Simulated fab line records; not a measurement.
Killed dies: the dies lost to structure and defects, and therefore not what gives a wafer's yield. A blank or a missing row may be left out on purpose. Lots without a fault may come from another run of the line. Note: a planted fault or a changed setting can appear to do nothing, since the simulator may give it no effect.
fab line records	flow n5-finfet
[record] lots = 10	wafers = 30	last-day = 18
route steps=1938 shown BEOL_M5@1115 PASSIVATION@1936
lots that met no fault: from a run of the same line without faults
start-h: the number of hours between the record's first day and the start of the first shown wafer of the lot	wait-h: hours since the lot's step before	" repeats the value in the row above	L1.1+2: several wafers, shown together as one row	- either no value or no given start	* or withheld: withheld	< > ~ a bound
route shown NAME@n: names a module that has steps shown in the file, with the first one's number in the route	usual: mean/standard deviation taken from wafers without a fault	same: alike in all rows	chamber/n: place in a boat	sites: each site's reading	_std_site: the values' standard deviation	_edge_site: mean of outer sites minus mean of inner sites	radius-mm: how far each site lies from the wafer's centre	mask NAME#n: copy n	behind: the tool/chamber that last shaped the wafer	hold: why the lot went on hold/how many hours it stayed there/how the hold came to an end	device: transistor that didn't switch, given as n, p or np	end of line: the tests these same wafers got at the end of their route	for a step that has no rows: nothing shown but its recipe	killed: the dies lost at the first sort to structure and to defects; this is not the yield of the wafer	map: a wafer's dies, marking killed ones x, the rest . and places with no die _
set.NAME: the setting that was run; set.NAME@STEP: the one run at that earlier step	model.NAME: the simulator's own value behind a step, which no gauge read
the route's steps for a sample of lots (tables are steps, rows are wafers)
services: a tool's chamber out of use, with start hour (start-h, from the record's first day; less than 0 if before it), hours out, and reason
[[steps]]
[step N5_BEOL_M5_PECVD_70]
[recipe] material = SiO2	target-thk-a = 160	temp-c = 400	precursor = TEOS/O2	pressure-torr = 5.5	rf-w = 450	teos-flow-sccm = 53.8	gas = O2	flow-sccm = 3000	time-s = 18
[usual] chamber-pressure-Torr = 5.499/0.012	heater-power-w = 702/98	showerhead-plenum-p-Torr = 8.81/0.076	throttle-valve-pct = 22.1/0.91
lot.wafer	tool	chamber	start-h	wait-h	chamber-pressure-Torr	heater-power-w	showerhead-plenum-p-Torr	throttle-valve-pct
L299.1	pecvd-04	0	170.00	0.0	5.505	579	8.87	22.8
L299.4	"	2	"	"	5.509	711	8.75	21.6
L299.6	"	1	"	"	5.494	622	8.81	20.8
L300.3	pecvd-01	2	172.33	0.0	5.497	821	8.85	23.7
L300.4	"	2	"	"	5.488	809	8.85	23.8
L300.5	"	1	"	"	5.483	544	8.71	22.1
L306.2	pecvd-01	0	221.42	0.0	5.485	694	8.88	22.3
L306.4	"	1	"	"	5.517	566	8.72	22.0
L306.6	"	1	"	"	5.501	566	8.71	21.7
L308.1	pecvd-03	1	244.06	0.0	5.489	721	8.85	23.6
L308.4	"	2	"	"	5.495	703	8.67	21.9
L308.5	"	1	"	"	5.493	720	8.82	23.6
L314.4	pecvd-01	0	287.98	0.1	5.490	766	8.87	22.3
L314.5	"	1	"	"	5.489	619	8.73	21.7
L314.6	"	2	"	"	5.503	787	8.81	20.1
L313.2	pecvd-03	0	290.25	0.0	5.490	747	8.89	22.3
L313.5	"	1	"	"	5.510	745	8.82	23.6
L313.6	"	2	"	"	5.497	700	8.69	21.5
L318.2	pecvd-03	2	309.78	0.0	5.482	641	8.68	21.5
L318.5	"	1	"	"	5.497	807	8.82	23.7
L318.6	"	2	"	"	5.494	650	8.70	21.5
L321.2	pecvd-04	0	315.18	0.0	5.494	531	8.89	22.8
L321.4	"	2	"	"	5.507	711	8.76	21.8
L321.6	"	1	"	"	5.484	552	8.81	20.8
L320.1	pecvd-04	0	319.44	0.0	5.497	565	8.90	22.9
L320.3	"	2	"	"	5.517	679	8.75	21.8
L320.4	"	1	"	"	5.517	625	8.82	20.7
L322.1	pecvd-04	1	328.44	0.0	5.489	562	8.80	20.9
L322.5	"	0	"	"	5.511	567	8.89	22.7
L322.6	"	1	"	"	5.514	551	8.82	21.0
[step N5_BEOL_M5_ETCH_72]
[recipe] chemistry = N2/H2	target = underlayer	target-depth-a = 65	mask-material = CAR-EUV	time-s = 5.2	ion-energy-ev = 200	pressure-mtorr = 30	source-w = 840	bias-w = 150	n2-flow-sccm = 200	h2-flow-sccm = 200	ends = cleared
[usual] drypump-motor-current-A = 5.9/0.69	etch-rf-on-time-s = 5.30/0.13	oes-product-au = 0.64/0.046	rf-vpp-V = 523.2/2.4	showerhead-plenum-p-Torr = 2.52/0.074	throttle-valve-pct = 17.76/0.23
lot.wafer	tool	chamber	start-h	wait-h	drypump-motor-current-A	etch-rf-on-time-s	oes-product-au	rf-hours-counter-h	rf-vpp-V	showerhead-plenum-p-Torr	throttle-valve-pct
L299.1	rie-diel-01	0	171.63	0.0	5.6	5.17	0.67	120	523.7	2.56	17.79
L299.4	"	1	"	"	4.9	5.35	0.60	194	519.7	2.41	17.91
L299.6	"	3	"	"	6.5	5.33	0.74	-	521.9	2.49	17.77
L300.3	rie-diel-01	2	175.26	0.0	5.2	5.41	0.61	158	523.9	2.54	17.57
L300.4	"	3	"	"	6.4	5.26	0.74	39	521.0	2.49	17.72
L300.5	"	0	"	"	5.6	5.08	0.68	-	523.8	2.56	17.81
L306.2	rie-diel-01	3	223.53	0.0	6.5	3.32	0.94	51	524.2	2.49	17.81
L306.4	"	0	"	"	5.6	3.16	0.91	132	525.3	2.55	17.89
L306.6	"	2	"	"	5.2	3.36	0.79	-	522.3	2.53	17.69
L308.1	rie-diel-01	2	245.83	0.0	5.2	3.37	0.79	182	523.2	2.53	17.65
L308.4	"	0	"	"	5.6	3.17	0.89	139	522.2	2.55	17.88
L308.5	"	2	"	"	5.2	3.36	0.79	-	521.3	2.53	17.67
L314.4	rie-diel-03	3	288.70	0.0	6.4	5.19	0.60	229	523.2	2.52	18.05
L314.5	"	1	"	"	5.3	5.26	0.69	-	524.9	2.57	17.32
L314.6	"	2	"	"	6.6	5.27	0.63	-	517.2	2.41	17.98
L313.2	rie-diel-04	1	291.60	0.0	4.7	5.19	0.61	190	525.7	2.65	17.89
L313.5	"	3	"	"	6.7	5.24	0.68	-	522.1	2.46	17.80
L313.6	"	2	"	"	6.5	5.28	0.70	-	523.1	2.47	17.40
L318.2	rie-diel-03	1	313.34	0.0	5.3	5.31	0.68	77	525.7	2.57	17.32
L318.5	"	0	"	"	6.4	5.57	0.64	-	524.2	2.55	17.75
L318.6	"	1	"	"	5.2	5.36	0.68	-	524.7	2.57	17.33
L321.2	rie-diel-03	0	317.27	0.0	6.4	5.58	0.64	127	523.0	2.55	17.76
L321.4	"	1	"	"	5.4	5.27	0.69	78	523.5	2.57	17.31
L321.6	"	3	"	"	6.4	5.08	0.60	-	522.2	2.51	18.06
L320.1	rie-diel-03	0	320.45	0.0	6.4	5.55	0.64	128	525.1	2.55	17.76
L320.3	"	2	"	"	6.6	5.27	0.62	212	519.0	2.40	17.98
L320.4	"	3	"	"	6.5	5.17	0.60	239	521.9	2.51	18.04
L322.1	rie-diel-03	0	331.09	0.0	6.4	5.53	0.63	131	524.4	2.55	17.75
L322.5	"	2	"	"	6.6	5.25	0.61	-	519.0	2.40	18.01
L322.6	"	1	"	"	5.3	5.28	0.68	-	525.4	2.56	17.31
[step N5_BEOL_M5_ETCH_62]
[recipe] chemistry = N2/H2	target = SOC	target-depth-a = 750	overetch-a = 150	mask-material = SiARC	temp-c = 40	time-s = 112.5	ion-energy-ev = 200	pressure-mtorr = 30	source-w = 840	bias-w = 150	n2-flow-sccm = 200	h2-flow-sccm = 200
[usual] drypump-motor-current-A = 5.9/0.7	oes-product-au = 0.61/0.043	rf-vpp-V = 523.3/2	showerhead-plenum-p-Torr = 2.52/0.074	throttle-valve-pct = 17.72/0.23
lot.wafer	tool	chamber	start-h	wait-h	drypump-motor-current-A	oes-product-au	rf-hours-counter-h	rf-vpp-V	showerhead-plenum-p-Torr	throttle-valve-pct
L299.1	rie-diel-01	0	171.68	0.0	5.6	0.62	120	523.7	2.56	17.76
L299.4	"	1	"	"	4.9	0.56	194	521.7	2.41	17.86
L299.6	"	3	"	"	6.4	0.69	-	521.9	2.49	17.69
L300.3	rie-diel-01	2	175.31	0.0	5.2	0.58	158	523.7	2.54	17.56
L300.4	"	3	"	"	6.4	0.69	39	522.8	2.49	17.70
L300.5	"	0	"	"	5.6	0.64	-	524.5	2.56	17.76
L306.2	rie-diel-01	3	223.57	0.0	6.4	0.68	51	522.1	2.49	17.74
L306.4	"	0	"	"	5.6	0.62	132	524.5	2.55	17.79
L306.6	"	2	"	"	5.2	0.57	-	522.9	2.53	17.59
L308.1	rie-diel-01	2	245.87	0.0	5.2	0.57	182	522.9	2.53	17.60
L308.4	"	0	"	"	5.6	0.62	139	524.0	2.55	17.78
L308.5	"	2	"	"	5.2	0.56	-	522.2	2.53	17.59
L314.4	rie-diel-03	3	288.74	0.0	6.4	0.56	229	522.0	2.52	18.02
L314.5	"	1	"	"	5.3	0.64	-	524.4	2.57	17.27
L314.6	"	2	"	"	6.6	0.59	-	520.6	2.41	17.95
L313.2	rie-diel-04	1	291.64	0.0	4.7	0.57	190	526.7	2.65	17.86
L313.5	"	3	"	"	6.8	0.63	-	521.6	2.46	17.77
L313.6	"	2	"	"	6.5	0.67	-	523.1	2.47	17.36
L318.2	rie-diel-03	1	313.38	0.0	5.3	0.64	78	524.4	2.57	17.27
L318.5	"	0	"	"	6.4	0.61	-	524.6	2.55	17.73
L318.6	"	1	"	"	5.3	0.64	-	524.6	2.57	17.28
L321.2	rie-diel-03	0	317.32	0.0	6.4	0.62	127	524.1	2.55	17.72
L321.4	"	1	"	"	5.3	0.64	79	524.4	2.57	17.28
L321.6	"	3	"	"	6.4	0.55	-	521.7	2.51	18.03
L320.1	rie-diel-03	0	320.50	0.0	6.4	0.61	128	524.0	2.55	17.73
L320.3	"	2	"	"	6.6	0.58	213	520.0	2.40	17.96
L320.4	"	3	"	"	6.4	0.56	239	524.8	2.51	18.04
L322.1	rie-diel-03	0	331.14	0.0	6.4	0.61	131	525.2	2.55	17.74
L322.5	"	2	"	"	6.6	0.57	-	521.0	2.40	17.98
L322.6	"	1	"	"	5.3	0.64	-	524.6	2.56	17.27
[step N5_BEOL_M5_CD_MEAS_18]
[recipe] pitch-nm = 56	target-cd-nm = 28
[usual] cd-nm = 27.9/0.32
lot.wafer	tool	chamber	start-h	wait-h	cd-nm
L299.1	cd-sem-03	-	172.03	0.0	27.6
L299.4	"	-	"	"	27.8
L299.6	"	-	"	"	28.0
L300.3	cd-sem-03	-	175.71	0.1	27.7
L300.4	"	-	"	"	28.2
L300.5	"	-	"	"	27.8
L306.2	cd-sem-01	-	224.02	0.1	27.7
L306.4	"	-	"	"	27.7
L306.6	"	-	"	"	27.9
L308.1	cd-sem-02	-	246.26	0.0	27.9
L308.4	"	-	"	"	27.7
L308.5	"	-	"	"	28.0
L314.4	cd-sem-03	-	289.13	0.1	27.4
L314.5	"	-	"	"	28.1
L314.6	"	-	"	"	28.1
L313.2	cd-sem-03	-	291.99	0.1	28.1
L313.5	"	-	"	"	28.0
L313.6	"	-	"	"	28.2
L318.2	cd-sem-03	-	313.73	0.1	27.9
L318.5	"	-	"	"	27.6
L318.6	"	-	"	"	28.2
L321.2	cd-sem-01	-	317.69	0.1	27.5
L321.4	"	-	"	"	27.6
L321.6	"	-	"	"	27.2
L320.1	cd-sem-02	-	320.85	0.0	27.2
L320.3	"	-	"	"	28.0
L320.4	"	-	"	"	26.9
L322.1	cd-sem-02	-	331.49	0.0	28.2
L322.5	"	-	"	"	27.7
L322.6	"	-	"	"	28.1
[step N5_PASSIVATION_PROBE_49]
[usual] defect-limited-yield = 91.4/1.5	killed_at_M0_to_M3 = 33/11	killed_at_M4_up = 14/5.3	killed-at-contacts = 13/6.2	killed-at-front-end = 39/13	killed-at-other = 3.1/2.8	killed-dies = 102/17	killed-open = 68/13	killed-short = 32/7.8	sort_bin_4_leakage = 0.00/0.007	sort_bin_5_function = 5.1/0.95	sort_bin_6_memory = 3.2/0.7	sort-n-pass = 1078/18	sort-yield-pct = 91.3/1.5
[same] gross-dies = 1180	killed-at-back-side = 0	sort_bin_8_speed[%] = 0
lot.wafer	tool	chamber	start-h	wait-h	defect-limited-yield[%]	killed_at_M0_to_M3	killed_at_M4_up	killed-at-contacts	killed-at-front-end	killed-at-other	killed-dies	killed-open	killed-short	sort_bin_4_leakage[%]	sort_bin_5_function[%]	sort_bin_6_memory[%]	sort-n-pass	sort-yield-pct[%]
L299.1	prober-01	-	274.47	0.0	94.7	20	12	8	20	3	63	35	27	0	3.1	2.1	1117	94.7
L299.4	prober-01	-	274.62	0.2	91.8	42	17	10	24	4	97	58	35	0	4.5	3.2	1083	91.8
L299.6	prober-01	-	274.72	0.3	91.3	36	12	16	33	6	103	62	37	0	5.1	3.0	1077	91.3
L300.3	prober-01	-	282.14	0.1	92.5	26	19	3	39	1	88	51	32	0	4.4	2.6	1092	92.5
L300.4	prober-01	-	282.19	0.2	90.8	51	9	3	45	1	109	67	41	0	5.4	3.5	1071	90.8
L300.5	prober-01	-	282.24	0.2	92.2	38	12	10	28	4	92	60	30	0	5.1	2.7	1088	92.2
L314.4	prober-02	-	388.78	0.2	89.8	29	8	20	53	10	120	75	42	0	5.4	4.4	1060	89.8
L314.5	prober-02	-	388.83	0.2	92.1	25	11	18	36	3	93	53	40	0	4.7	3.0	1087	92.1
L314.6	prober-02	-	388.88	0.3	90.3	38	12	16	47	1	114	77	37	0	5.7	3.6	1066	90.3
// killed by level:class
L299.1 MOL_CONTACT_COAG:geometric-particle:open=5 BEOL_M0_SAQP:geometric-particle:short=5 BEOL_M4:geometric-particle:open=5 DUMMY_GATE:geometric-particle:open=4 STARTING-WAFER:geometric-particle:short=4 ILD0:geometric-particle:short=3 MOL_CONTACT_COAG:geometric-particle:short=3 BEOL_M0_SAQP:geometric-particle:open=3
L299.4 BEOL_M2:geometric-particle:open=11 MOL_CONTACT_COAG:geometric-particle:open=8 BEOL_M1:geometric-particle:short=7 BEOL_M0_SAQP:geometric-particle:short=6 BEOL_M1:geometric-particle:open=6 BEOL_M4:geometric-particle:open=6 GATE_CUT:geometric-particle:short=4 BEOL_M0_SAQP:geometric-particle:open=4
L299.6 MOL_CONTACT_COAG:geometric-particle:open=15 FIN_SAQP:geometric-particle:open=9 BEOL_M3:geometric-particle:open=7 BEOL_M0_SAQP:geometric-particle:short=6 BEOL_M1:geometric-particle:short=6 FIN_SAQP:geometric-particle:short=4 STI_FIN_REVEAL:geometric-particle:open=4 BEOL_M0:geometric-particle:open=4
L300.3 STI_FIN_REVEAL:geometric-particle:open=11 BEOL_M0_SAQP:geometric-particle:short=11 FIN_SAQP:geometric-particle:short=8 BEOL_M0_SAQP:geometric-particle:open=6 BEOL_M4:geometric-particle:open=6 FIN_SAQP:geometric-particle:open=5 DUMMY_GATE:geometric-particle:open=3 GATE_CUT:geometric-particle:short=3
L300.4 FIN_SAQP:geometric-particle:open=16 BEOL_M0_SAQP:geometric-particle:short=15 BEOL_M0_SAQP:geometric-particle:open=12 STI_FIN_REVEAL:geometric-particle:open=8 BEOL_M2:geometric-particle:open=7 FIN_SAQP:geometric-particle:short=5 BEOL_M1:geometric-particle:open=5 STARTING-WAFER:geometric-particle:short=5
L300.5 BEOL_M0_SAQP:geometric-particle:short=12 BEOL_M0_SAQP:geometric-particle:open=11 MOL_CONTACT_COAG:geometric-particle:open=9 FIN_SAQP:geometric-particle:open=8 STI_FIN_REVEAL:geometric-particle:open=5 BEOL_M4:geometric-particle:open=5 FIN_SAQP:geometric-particle:short=4 BEOL_M1:geometric-particle:open=4
L314.4 MOL_CONTACT_COAG:geometric-particle:open=18 STI_FIN_REVEAL:geometric-particle:open=14 FIN_SAQP:geometric-particle:short=11 BEOL_M2:geometric-particle:open=9 FIN_SAQP:geometric-particle:open=7 BEOL_M0_SAQP:geometric-particle:short=6 GATE_CUT:geometric-particle:short=5 STARTING-WAFER:geometric-particle:short=5
L314.5 MOL_CONTACT_COAG:geometric-particle:open=15 BEOL_M2:geometric-particle:open=10 FIN_SAQP:geometric-particle:short=9 FIN_SAQP:geometric-particle:open=7 GATE_CUT:geometric-particle:short=7 BEOL_M4:geometric-particle:short=5 BEOL_M0_SAQP:geometric-particle:short=4 MOL_CONTACT_COAG:geometric-particle:short=3
L314.6 MOL_CONTACT_COAG:geometric-particle:open=13 DUMMY_GATE:geometric-particle:open=10 BEOL_M4:geometric-particle:open=10 BEOL_M0_SAQP:geometric-particle:short=10 BEOL_M2:geometric-particle:open=9 FIN_SAQP:geometric-particle:short=8 FIN_SAQP:geometric-particle:open=7 BEOL_M0_SAQP:geometric-particle:open=7
[[services]]
tool	chamber	start-h	hours	kind
rie-diel-04	3	157.82	7.7	repair
rie-diel-01	3	159.74	5.1	repair
rie-diel-04	0	164.51	10.8	repair
pecvd-04	-	172.67	5.6	repair
pecvd-01	-	190.66	14.6	pm
rie-diel-01	0	192.03	15.2	repair
rie-diel-01	3	199.51	13.7	repair
rie-diel-01	1	203.97	4.9	repair
pecvd-01	2	205.26	-	clean
pecvd-01	2	205.26	-	consumable-replace:showerhead
pecvd-01	2	205.26	29.0	scheduled-down
pecvd-01	2	205.26	29.0	vent-cycle
pecvd-03	0	222.15	4.3	repair
rie-diel-01	3	233.71	4.6	repair
rie-diel-03	-	247.81	0.9	repair
pecvd-03	-	250.63	0.8	pm
pecvd-04	2	265.94	2.1	scheduled-down
pecvd-04	0	281.77	3.5	repair
rie-diel-03	1	292.57	11.4	repair
pecvd-04	-	299.57	1.2	repair
rie-diel-04	-	307.34	1.1	repair
rie-diel-03	3	329.30	4.3	repair
[[key]]
[first-sign] step = N5_BEOL_M5_ETCH_72	reading = etch-rf-on-time-s	direction = down	sigmas = 16	usual = *	struck = *
[effect] step = N5_BEOL_M5_ETCH_72	reading = oes-product-au	direction = up	sigmas = 4.6	usual = 0.64	struck = 0.85
met-at N5_BEOL_M5_ETCH_72
struck-lots L306,L308
not-acting-at N5_BEOL_M5_PECVD_70,N5_BEOL_M5_ETCH_62,N5_BEOL_M5_CD_MEAS_18
onset-between 175.26 223.53
[fault] kind = process-parameter-drift	tool = rie-diel-01	chamber = -	onset-h = 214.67	steps = N5_BEOL_M5_ETCH_72	channel = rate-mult	offset = 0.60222	shape = step	end-h = 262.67
